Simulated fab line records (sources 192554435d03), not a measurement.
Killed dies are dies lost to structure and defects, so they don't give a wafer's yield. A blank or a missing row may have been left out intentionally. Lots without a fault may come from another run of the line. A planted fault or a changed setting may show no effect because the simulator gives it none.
fab line records    flow n5_finfet
record: lots: 6  wafers: 16  last_day: 18
route steps=1938 shown BEOL_M15@1797
lots that met no fault: taken from a fault-free run of the same line
start_h: hours from the record's first day to the start of the lot's first wafer shown    wait_h: hours elapsed since this lot's preceding step    " unchanged from the row above    L1.1+2: several wafers, shown together as one row    - value missing, or start not given    * or withheld: withheld    < > ~ a bound
route shown NAME@n: NAME is a module with steps in the file, n the number in the route of the first one    usual: mean and standard deviation over wafers with no fault    same: alike in all rows    chamber/n: place in a boat    sites: each site's reading    _std_site: their standard deviation    _edge_site: inner sites' mean taken away from outer sites' mean    radius_mm: for every site, how far away it sits from the centre of the wafer    mask NAME#n: copy n    behind: tool/chamber where the wafer was last shaped    hold: why the lot was held/for how many hours/how that ended    device: transistor that didn't switch, given as n, p or np    end of line: the route-end tests of the same wafers    for a step that has no rows: nothing shown but its recipe    killed: not the wafer's yield, but the dies lost to structure and defects at the first sort    map: a wafer's dies, marking killed ones x, the rest . and places with no die _
set.NAME: setting as actually run; set.NAME@STEP: the setting as run at that earlier step    model.NAME: the simulator's own value behind a step, which no gauge read
lots seen at some steps along the route; tables by step, rows by wafer
services: when a tool's chamber went out of use (start_h, in hours from the record's first day, below 0 if earlier), for how many hours, and the reason
== steps ==
step: N5_BEOL_M15_COAT_22
recipe: spin_rpm: 1704  resist_thk_nm: 800
step: N5_BEOL_M15_EBR_24
recipe: solvent: PGMEA  ebr_width_mm: 1.5
step: N5_BEOL_M15_SOFTBAKE_23
recipe: temp_c: 130  time_s: 60
step: N5_BEOL_M15_EXPOSE_25
recipe: mask_id: M15  na: 0.8  source_shape: annular  sigma_inner: 0.5  sigma_outer: 0.8  polarization: unpolarized  target_cd_nm: 400  dose_mj: 35.5
step: N5_BEOL_M15_PEB_26
recipe: peb_temp_c: 130  peb_time_s: 90
step: N5_BEOL_M15_DEVELOP_27
recipe: develop_time_s: 45  rinse_liquid: diw  dry: air_spin  dev_temp_c: 21
step: N5_BEOL_M15_HARDBAKE_32
recipe: temp_c: 130  time_s: 120
step: N5_BEOL_M15_CD_MEAS_28
recipe: target_cd_nm: 407.6  landing_energy_ev: 500  detector: se_inlens
usual: cd_nm: 408.6/2.1
lot.wafer  tool       chamber  start_h  wait_h  cd_nm
L404.2     cd_sem-02  0        335.92   -       411.6
L404.3     "          0        "        "       412.3
L404.6     "          0        "        "       412.7
L405.1     cd_sem-02  0        349.42   -       406.3
L405.3     "          0        "        "       404.7
L405.4     "          0        "        "       404.8
L409.2     cd_sem-02  0        367.27   -       411.0
L409.5     "          0        "        "       409.2
L412.2     cd_sem-02  0        383.47   -       407.7
L412.3     "          0        "        "       405.1
L413.2     cd_sem-02  0        386.91   -       407.3
L413.3     "          0        "        "       409.3
L413.5     "          0        "        "       408.5
L417.1     cd_sem-03  0        421.95   -       408.6
L417.3     "          0        "        "       409.1
L417.5     "          0        "        "       409.9
step: N5_BEOL_M15_OVL_MEAS_29
recipe: points_per_wafer: 44
usual: M15_OVL: 1/5.6
same: points_per_wafer: 44
lot.wafer  tool        chamber  start_h  wait_h  M15_OVL[nm]
L404.2     overlay-02  0        335.95   0.0     -8
L404.3     "           0        "        "       0
L404.6     "           0        "        "       -2
L405.1     overlay-01  0        349.45   0.0     7
L405.3     "           0        "        "       3
L405.4     "           0        "        "       3
L409.2     overlay-02  0        367.30   0.0     -1
L409.5     "           0        "        "       -5
L412.2     overlay-01  0        383.50   0.0     -1
L412.3     "           0        "        "       5
L413.2     overlay-01  0        386.94   0.0     -1
L413.3     "           0        "        "       -10
L413.5     "           0        "        "       -13
L417.1     overlay-01  0        421.98   0.0     -6
L417.3     "           0        "        "       -6
L417.5     "           0        "        "       -1
step: N5_BEOL_M15_INSPECT_30
recipe: mode: adi  inspect_instrument: macro
usual: raw_defect_count: 1.8/1.3
lot.wafer  tool               chamber  start_h  wait_h  raw_defect_count
L404.2     defect_inspect-01  -        335.98   0.0     4
L404.3     "                  -        "        "       5
L404.6     "                  -        "        "       0
L405.1     defect_inspect-01  -        349.48   0.0     2
L405.3     "                  -        "        "       4
L405.4     "                  -        "        "       3
L409.2     defect_inspect-01  -        367.33   0.0     0
L409.5     "                  -        "        "       4
L412.2     defect_inspect-02  -        383.52   0.0     2
L412.3     "                  -        "        "       1
L413.2     defect_inspect-02  -        386.96   0.0     1
L413.3     "                  -        "        "       5
L413.5     "                  -        "        "       3
L417.1     defect_inspect-02  -        422.00   0.0     2
L417.3     "                  -        "        "       3
L417.5     "                  -        "        "       0
step: N5_BEOL_M15_DESCUM_33
recipe: chemistry: O2  time_s: 7.9  source_power_w: 50  bias_power_w: 20  pressure_mtorr: 20  rf_frequency_hz: 2.712e+07  temp_c: 40  o2_flow_sccm: 225
usual: drypump_motor_current_A: 5.8/0.48  oes_product_au: 0.79/0.1  rf_fwd_power_W: 49.43/0.28  rf_vpp_V: 243.1/1.4  showerhead_plenum_p_Torr: 2.09/0.069  throttle_valve_pct: 20.49/0.28
lot.wafer  tool         chamber  start_h  wait_h  drypump_motor_current_A  oes_product_au  rf_fwd_power_W  rf_hours_counter_h  rf_vpp_V  showerhead_plenum_p_Torr  throttle_valve_pct
L404.2     rie_diel-02  2        336.40   0.4     5.6                      0.72            49.55           184                 240.9     2.09                      20.33
L404.3     "            0        "        "       6.0                      0.96            49.58           5                   241.6     2.05                      20.50
L404.6     "            0        "        "       6.0                      0.96            49.69           -                   243.0     2.05                      20.51
L405.1     rie_diel-04  3        349.56   0.1     5.6                      0.89            49.37           38                  245.9     2.22                      20.50
L405.3     "            1        "        "       6.6                      0.73            49.68           215                 242.0     1.99                      20.68
L405.4     "            2        "        "       5.5                      0.73            48.63           221                 244.2     2.16                      20.56
L409.2     rie_diel-02  1        367.36   0.0     5.9                      0.85            49.64           68                  245.1     2.20                      20.08
L409.5     "            1        "        "       5.9                      0.85            49.87           -                   245.1     2.20                      20.07
L412.2     rie_diel-02  1        383.77   0.2     5.9                      0.84            49.44           74                  245.5     2.20                      20.09
L412.3     "            3        "        "       4.7                      0.69            49.50           250                 242.0     2.06                      20.76
L413.2     rie_diel-04  1        387.00   0.0     6.5                      0.72            49.35           225                 240.4     1.98                      20.67
L413.3     "            2        "        "       5.5                      0.71            48.96           231                 243.6     2.16                      20.60
L413.5     "            2        "        "       5.5                      0.72            48.80           -                   244.2     2.16                      20.60
L417.1     rie_diel-04  2        422.13   0.1     5.5                      0.70            48.96           243                 242.8     2.15                      20.63
L417.3     "            1        "        "       6.7                      0.71            49.58           236                 241.5     1.98                      20.72
L417.5     "            0        "        "       6.1                      1.02            49.28           -                   242.7     2.06                      20.30
step: N5_BEOL_M15_ETCH_61
recipe: chemistry: N2/H2  target: BARC  target_depth_a: 890  overetch_a: 267  time_s: 67.9  ion_energy_ev: 200  pressure_mtorr: 30  source_w: 840  bias_w: 150  n2_flow_sccm: 200  h2_flow_sccm: 200
step: N5_BEOL_M15_TRENCH_ETCH_34
recipe: chemistry: C4F8/O2/Ar  target: SiO2  target_depth_a: 8729.3  he_inner_torr: 15  he_outer_torr: 30  time_s: 199  ion_energy_ev: 800  pressure_mtorr: 20  source_w: 1905  bias_w: 2040  Ar_flow_sccm: 400  C4F8_flow_sccm: 16  O2_flow_sccm: 12
usual: bias_w: 2041/7  drypump_motor_current_A: 5.8/0.48  oes_product_au: 0.79/0.1  rf_fwd_power_W: 1899/6  rf_vpp_V: 2227/23  showerhead_plenum_p_Torr: 3.43/0.11  throttle_valve_pct: 30.96/0.25
lot.wafer  tool         chamber  start_h  wait_h  bias_w  drypump_motor_current_A  oes_product_au  rf_fwd_power_W  rf_hours_counter_h  rf_vpp_V  showerhead_plenum_p_Torr  throttle_valve_pct  model.etch.depth_nm  model.coat_of_BEOL_M15_COAT_22.thk_nm
L404.2     rie_diel-02  2        336.49   0.0     2043    5.6                      0.71            1897            184                 2251      3.42                      30.63               875.1                535
L404.3     "            0        "        "       2056    6.1                      0.97            1885            5                   2215      3.38                      31.11               892.9                533.6
L404.6     "            0        "        "       2053    6.1                      0.96            1893            -                   2215      3.38                      31.11               891.4                536.2
L405.1     rie_diel-04  3        349.65   0.0     2041    5.6                      0.89            1913            38                  2254      3.64                      31.06               880.5                538.2
L405.3     "            1        "        "       2045    6.6                      0.72            1901            215                 2177      3.27                      31.11               865                  541.6
L405.4     "            2        "        "       2058    5.5                      0.72            1904            221                 2241      3.53                      30.90               865.9                545
L409.2     rie_diel-02  1        367.45   0.0     2050    5.9                      0.85            1900            68                  2246      3.63                      30.70               880.8                542.2
L409.5     "            1        "        "       2053    5.9                      1.07            1903            -                   2244      3.63                      31.02               1248                 469.2
L412.2     rie_diel-02  1        383.86   0.0     2028    5.9                      0.85            1903            74                  2245      3.62                      30.69               875                  541.4
L412.3     "            3        "        "       2048    4.8                      0.87            1903            250                 2208      3.40                      31.55               1238                 466
L413.2     rie_diel-04  1        387.08   0.0     2036    6.6                      0.71            1897            225                 2179      3.27                      31.14               865.9                543.2
L413.3     "            2        "        "       2042    5.5                      0.71            1887            231                 2241      3.52                      30.91               871.9                544.4
L413.5     "            2        "        "       2047    5.5                      0.71            1893            -                   2242      3.52                      30.91               869.8                544.6
L417.1     rie_diel-04  2        422.22   0.0     2045    5.5                      0.70            1898            243                 2241      3.52                      30.92               869.3                542.8
L417.3     "            1        "        "       2045    6.6                      0.71            1890            236                 2178      3.26                      31.14               869.4                540.6
L417.5     "            0        "        "       2050    6.1                      1.01            1899            -                   2222      3.40                      30.89               895.8                532.6
step: N5_BEOL_M15_STRIP_36
recipe: chemistry: O2  power_w: 600  temp_c: 60  pressure_mtorr: 30  rf_frequency_hz: 6e+07  bias_power_w: 0  overash_fraction: 0.3  o2_flow_sccm: 225
step: N5_BEOL_M15_STRIP_62
recipe: chemistry: O2  power_w: 600  temp_c: 60  pressure_mtorr: 30  rf_frequency_hz: 6e+07  bias_power_w: 0  overash_fraction: 0.3  o2_flow_sccm: 225
step: N5_BEOL_M15_STRIP_37
recipe: chemistry: O2  power_w: 600  temp_c: 60  pressure_mtorr: 30  rf_frequency_hz: 6e+07  bias_power_w: 0  overash_fraction: 0.3  o2_flow_sccm: 225
step: N5_BEOL_M15_ETCH_38
recipe: chemistry: CF4/N2  target: SiCN  target_depth_a: 1064  taper_deg: 2  time_s: 120.5  ion_energy_ev: 150  mask_material: SiO2  pressure_mtorr: 40  source_w: 430  bias_w: 70  Ar_flow_sccm: 100  cf4_flow_sccm: 60  n2_flow_sccm: 60
usual: bias_w: 69.99/0.21  drypump_motor_current_A: 5.7/0.5  oes_product_au: 0.78/0.1  rf_fwd_power_W: 428.6/1.3  rf_vpp_V: 382.5/2  showerhead_plenum_p_Torr: 2.21/0.073  throttle_valve_pct: 15.53/0.25
lot.wafer  tool         chamber  start_h  wait_h  bias_w  drypump_motor_current_A  oes_product_au  rf_fwd_power_W  rf_hours_counter_h  rf_vpp_V  showerhead_plenum_p_Torr  throttle_valve_pct
L404.2     rie_diel-02  1        -        -       69.89   5.9                      0.86            429.0           58                  385.4     2.34                      15.16
L404.3     "            0        "        "       70.13   6.0                      0.95            427.4           5                   381.8     2.17                      15.44
L404.6     "            1        "        "       69.88   5.9                      0.87            431.5           -                   387.1     2.34                      15.16
L405.1     rie_diel-04  0        -        -       70.26   6.1                      0.69            428.9           233                 380.9     2.18                      15.72
L405.3     "            2        "        "       70.16   5.5                      0.72            430.2           221                 383.8     2.27                      15.62
L405.4     "            1        "        "       70.08   6.6                      0.72            428.8           215                 381.0     2.10                      15.68
L409.2     rie_diel-04  3        -        -       69.97   5.7                      0.89            426.5           44                  385.7     2.34                      15.47
L409.5     "            1        "        "       69.87   6.6                      0.72            429.5           -                   380.4     2.10                      15.70
L412.2     rie_diel-02  3        -        -       69.81   4.7                      0.69            428.9           250                 381.7     2.18                      15.81
L412.3     "            2        "        "       70.08   5.6                      0.70            427.4           201                 382.7     2.19                      15.39
L413.2     rie_diel-02  2        -        -       70.38   5.6                      0.69            431.3           201                 381.9     2.19                      15.36
L413.3     "            1        "        "       70.14   5.9                      0.84            428.7           75                  384.6     2.33                      15.22
L413.5     "            2        "        "       70.15   5.6                      0.70            431.1           -                   382.5     2.19                      15.37
L417.1     rie_diel-02  3        -        -       70.00   4.7                      0.98            429.8           0                   380.5     2.17                      15.32
L417.3     "            1        "        "       70.00   5.9                      0.82            429.3           88                  386.2     2.33                      15.21
L417.5     "            3        "        "       70.14   4.8                      0.97            428.8           -                   380.5     2.17                      15.32
step: N5_BEOL_M15_PRECLEAN_39
recipe: chemistry: residue_remover  time_s: 60  temp_c: 40
step: N5_BEOL_M15_SRD_40
recipe: time_s: 30  temp_c: 23  rinse_liquid: diw  dry: n2_spin  spin_rpm: 1500  dry_time_s: 30
step: N5_BEOL_M15_DEGAS_41
recipe: ambient: vacuum  temp_c: 300  time_s: 60
step: N5_BEOL_M15_PRE_CLEAN_42
recipe: gas: H2/He  time_s: 30  temp_c: 300
usual: heater_power_w: 441/40
lot.wafer  tool            chamber  start_h  wait_h  heater_power_w
L404.2     pvd_sputter-02  -        339.00   0.0     432
L404.3     "               -        "        "       441
L404.6     "               -        "        "       444
L405.1     pvd_sputter-02  -        351.07   0.0     430
L405.3     "               -        "        "       433
L405.4     "               -        "        "       512
L409.2     pvd_sputter-01  -        369.59   0.0     413
L409.5     "               -        "        "       448
L412.2     pvd_sputter-02  -        386.09   0.0     508
L412.3     "               -        "        "       481
L413.2     pvd_sputter-01  -        390.67   0.0     354
L413.3     "               -        "        "       415
L413.5     "               -        "        "       432
L417.1     pvd_sputter-02  -        424.62   0.0     422
L417.3     "               -        "        "       443
L417.5     "               -        "        "       422
step: N5_BEOL_M15_SPUTTER_43
recipe: material: TaN  target_thk_a: 150  temp_c: 50  bias_v: 168.6  power_w: 15000  chamber_pressure_pa: 0.12  time_s: 24.19
usual: throttle_valve_pct: 29.5/0.78
lot.wafer  tool            chamber  start_h  wait_h  throttle_valve_pct
L404.2     pvd_sputter-02  -        339.04   0.0     30.4
L404.3     "               -        "        "       29.7
L404.6     "               -        "        "       29.7
L405.1     pvd_sputter-02  -        351.11   0.0     29.5
L405.3     "               -        "        "       30.5
L405.4     "               -        "        "       29.3
L409.2     pvd_sputter-01  -        369.63   0.0     29.7
L409.5     "               -        "        "       30.3
L412.2     pvd_sputter-02  -        386.13   0.0     29.3
L412.3     "               -        "        "       28.0
L413.2     pvd_sputter-01  -        390.71   0.0     30.2
L413.3     "               -        "        "       28.5
L413.5     "               -        "        "       28.5
L417.1     pvd_sputter-02  -        424.66   0.0     30.3
L417.3     "               -        "        "       29.7
L417.5     "               -        "        "       30.5
step: N5_BEOL_M15_SPUTTER_44
recipe: material: Ta  target_thk_a: 150  temp_c: 50  bias_v: 80  power_w: 15000  chamber_pressure_pa: 0.07  time_s: 24.19
usual: throttle_valve_pct: 29.5/0.78
lot.wafer  tool            chamber  start_h  wait_h  throttle_valve_pct
L404.2     pvd_sputter-02  -        339.12   0.0     30.8
L404.3     "               -        "        "       29.5
L404.6     "               -        "        "       29.9
L405.1     pvd_sputter-02  -        351.19   0.0     29.8
L405.3     "               -        "        "       30.4
L405.4     "               -        "        "       29.3
L409.2     pvd_sputter-01  -        369.71   0.0     29.8
L409.5     "               -        "        "       30.6
L412.2     pvd_sputter-02  -        386.21   0.0     29.3
L412.3     "               -        "        "       28.1
L413.2     pvd_sputter-01  -        390.79   0.0     30.0
L413.3     "               -        "        "       28.5
L413.5     "               -        "        "       28.5
L417.1     pvd_sputter-02  -        424.74   0.0     30.5
L417.3     "               -        "        "       29.5
L417.5     "               -        "        "       30.2
step: N5_BEOL_M15_SPUTTER_45
recipe: material: Cu  target_thk_a: 1000  temp_c: -20  bias_v: 60  power_w: 26000  chamber_pressure_pa: 0.13  time_s: 16.67
step: N5_BEOL_M15_ECD_47
recipe: material: Cu  target_thk_a: 18600
step: N5_BEOL_M15_ANNEAL_48
recipe: temp_c: 225  time_s: 90  ambient: N2
step: N5_BEOL_M15_CMP_49
recipe: stop_on: SiO2  t_overpolish_s: 4.9  down_force_psi: 2  platen_rpm: 80  clearing_platen_down_force_psi: 2  clearing_platen_rpm: 80  post_cmp_clean: cu_alkaline  target_thk_nm: 850  clearing_platen_pad_velocity_m_s: 1.5917  pad_velocity_m_s: 1.5917
usual: motor_current_A: 7.9/1.3  slurry_filter_dp_kPa: 13.49/0.13
lot.wafer  tool    chamber  start_h  wait_h  motor_current_A  slurry_filter_dp_kPa  model.Cu_of_BEOL_M15_ECD_47.thk_nm
L404.3     cmp-03  3        339.86   0.2     9.7              13.50                 870.6
L404.2     "       0        "        "       6.5              13.49                 853.2
L404.6     "       3        "        "       9.4              13.59                 869.2
L405.3     cmp-02  3        352.17   0.2     7.4              13.49                 841.8
L405.4     "       0        "        "       6.7              13.59                 842.4
L405.1     "       1        "        "       9.3              13.64                 857.8
L409.2     cmp-03  3        370.48   0.2     9.5              13.78                 858.4
L409.5     "       3        "        "       9.5              13.62                 1225
L412.3     cmp-04  2        387.01   0.2     6.3              13.41                 1215
L412.2     "       3        "        "       7.0              13.37                 852
L413.2     cmp-02  2        391.62   0.3     9.1              13.66                 841
L413.3     "       3        "        "       7.5              13.75                 848
L413.5     "       0        "        "       6.9              13.43                 844.8
L417.3     cmp-03  0        425.57   0.3     6.0              13.62                 847.4
L417.1     "       1        "        "       9.1              13.31                 846
L417.5     "       2        "        "       6.7              13.57                 874
step: N5_BEOL_M15_THK_MEAS_50
recipe: thk_meas_gauge: xrf  reads: Cu_of_BEOL_M15_ECD_47
usual: M15_THK: 855/14
lot.wafer  tool           chamber  start_h  wait_h  M15_THK[nm]
L404.2     film_metro-02  -        340.16   -       846
L404.3     "              -        "        "       865
L404.6     "              -        "        "       864
L405.1     film_metro-01  -        352.46   -       864
L405.3     "              -        "        "       845
L405.4     "              -        "        "       848
L409.2     film_metro-01  -        370.74   -       883
L409.5     "              -        "        "       1261
L412.2     film_metro-01  -        387.31   -       859
L412.3     "              -        "        "       1227
L413.2     film_metro-02  -        391.84   -       840
L413.3     "              -        "        "       842
L413.5     "              -        "        "       842
L417.1     film_metro-01  -        425.79   -       855
L417.3     "              -        "        "       856
L417.5     "              -        "        "       887
step: N5_BEOL_M15_PRE_CLEAN_52
recipe: gas: NH3  time_s: 15  temp_c: withheld  rf_power_w: 300
step: N5_BEOL_M15_DEP_53
recipe: material: SiCN  target_thk_a: 500  temp_c: withheld  precursor: 3MS/NH3  pressure_torr: 3  rf_w: 675  time_s: 17.8
step: N5_BEOL_M15_RS_MEAS_54
recipe: thk_meas_gauge: four-point-probe  reads: Cu_of_BEOL_M15_ECD_47+Ta_of_BEOL_M15_SPUTTER_44+TaN_of_BEOL_M15_SPUTTER_43
usual: M15_RS: 0.0216/0.00032
lot.wafer  tool           chamber  start_h  wait_h  M15_RS[ohm/sq]
L404.2     film_metro-02  -        340.29   0.1     0.0215
L404.3     "              -        "        "       0.0210
L404.6     "              -        "        "       0.0211
L405.1     film_metro-02  -        352.59   0.0     0.0213
L405.3     "              -        "        "       0.0217
L405.4     "              -        "        "       0.0217
L409.2     film_metro-02  -        370.87   0.1     0.0213
L409.5     "              -        "        "       0.0149
L412.2     film_metro-01  -        387.44   0.1     0.0215
L412.3     "              -        "        "       0.0150
L413.2     film_metro-02  -        391.96   0.1     0.0218
L413.3     "              -        "        "       0.0216
L413.5     "              -        "        "       0.0217
L417.1     film_metro-02  -        425.92   0.0     0.0216
L417.3     "              -        "        "       0.0216
L417.5     "              -        "        "       0.0209
step: N5_BEOL_M15_INSPECT_55
recipe: inspect_instrument: darkfield  mode: post_dep
usual: raw_defect_count: 71/22
lot.wafer  tool               chamber  start_h  wait_h  raw_defect_count
L404.2     defect_inspect-02  -        340.31   0.0     52
L404.3     "                  -        "        "       75
L404.6     "                  -        "        "       38
L405.1     defect_inspect-02  -        352.63   0.0     84
L405.3     "                  -        "        "       97
L405.4     "                  -        "        "       93
L409.2     defect_inspect-02  -        370.89   0.0     78
L409.5     "                  -        "        "       126
L412.2     defect_inspect-02  -        387.46   0.0     76
L412.3     "                  -        "        "       64
L413.2     defect_inspect-01  -        391.99   0.0     67
L413.3     "                  -        "        "       89
L413.5     "                  -        "        "       105
L417.1     defect_inspect-01  -        425.94   0.0     57
L417.3     "                  -        "        "       78
L417.5     "                  -        "        "       52
== services ==
tool            chamber  start_h  hours  kind
cmp-02          -        357.88   1.3    repair
cmp-04          -        382.06   1.2    repair
cmp-04          -        396.11   1.5    repair
pvd_sputter-01  -        397.33   2.9    repair
rie_diel-02     3        398.43   8.6    repair
cmp-04          -        402.17   6.0    pm
rie_diel-04     0        404.99   -      clean
rie_diel-04     0        404.99   -      consumable_replace:focus_ring
rie_diel-04     0        404.99   14.4   scheduled_down
rie_diel-04     0        404.99   14.4   vent_cycle
cmp-03          -        405.07   4.0    pm
rie_diel-02     3        407.07   -      clean
rie_diel-02     3        407.07   -      consumable_replace:focus_ring
rie_diel-02     3        407.07   15.9   scheduled_down
rie_diel-02     3        407.07   15.9   vent_cycle
cmp-02          -        408.29   3.6    pm
cmp-03          -        409.07   -      consumable_replace:conditioner
cmp-03          -        409.07   -      consumable_replace:pad
cmp-02          -        412.21   4.8    pm
cmp-04          -        413.89   1.0    repair
rie_diel-02     2        422.69   3.9    repair
== key ==
first_sign: step: N5_BEOL_M15_THK_MEAS_50  reading: M15_THK  direction: up  sigmas: 27  usual: 855  struck: 1244
effect: step: N5_BEOL_M15_RS_MEAS_54  reading: M15_RS  direction: down  sigmas: 21  usual: 0.0216  struck: 0.0149
model_effect: step: N5_BEOL_M15_TRENCH_ETCH_34  value: etch.depth_nm  without: 871.6  struck: 1243
model_effect: step: N5_BEOL_M15_CMP_49  value: Cu_of_BEOL_M15_ECD_47.thk_nm  without: 848.4  struck: 1220
met_at N5_BEOL_M15_TRENCH_ETCH_34
struck_wafers L409.5,L412.3
onset_between 336.49 367.45
fault: kind: process_parameter_drift  tool: rie_diel-02  chamber: -  onset_h: 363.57  steps: N5_BEOL_M15_TRENCH_ETCH_34  channel: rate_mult  offset: 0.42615  shape: step  end_h: 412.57  scope: struck_wafers_only
